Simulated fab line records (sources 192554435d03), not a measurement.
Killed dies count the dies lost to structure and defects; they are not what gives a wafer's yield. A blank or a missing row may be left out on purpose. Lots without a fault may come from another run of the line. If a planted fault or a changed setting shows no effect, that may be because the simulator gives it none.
Which tool did it?	flow n5 finfet	at 1 step of a route of 1938, 9 lots with 27 wafers sampled

## WHAT THE GAUGES SHOWED, per wafer
N5_BEOL_M4_RC_MEAS_101.
lot	measured	on	DIBL_N (mV/V)
L323	day 8 12:34	prober-02	36.4 36.8 34.2
L330	day 10 17:31	prober-02	35.0 35.8 35.3
L331	day 10 20:30	prober-01	35.7 36.9 37.6
L332	day 10 21:04	prober-02	37.0 37.2 37.8
L335	day 11 14:55	prober-01	35.0 35.0 35.4
L339	day 13 04:40	prober-02	35.7 36.4 36.1
L340	day 13 07:33	prober-02	36.0 36.4 36.4
L342	day 13 08:16	prober-01	36.9 40.8 38.4
L343	day 13 09:50	prober-02	34.1 37.0 35.6

## EACH LOT AND THE TOOL THAT RAN IT (in order: tool; ch and the chambers of the sampled wafers; start)
Record: no process step prior to these readings.

## THE ANSWER, worked out from the rows above alone
Rule: what is usual is taken from the lots themselves. The widest of any qualifying gaps counts: lots, ordered by their means at a reading, are off when they make up no more than a third of the lots, leave a main group of 4 or more, and stand apart from it by 3 or more times the standard deviation of that group's means. The tables above print the reading to a certain number of digits; a main group whose means all agree to those digits is not used. Also off: a lot with no number at a reading for which 4 or more lots have one. Any other lot the step has rows for is counted as sound.
Nothing can be told from this: no lot is off at any reading shown.

## WHAT THE SIMULATOR HAD PUT IN
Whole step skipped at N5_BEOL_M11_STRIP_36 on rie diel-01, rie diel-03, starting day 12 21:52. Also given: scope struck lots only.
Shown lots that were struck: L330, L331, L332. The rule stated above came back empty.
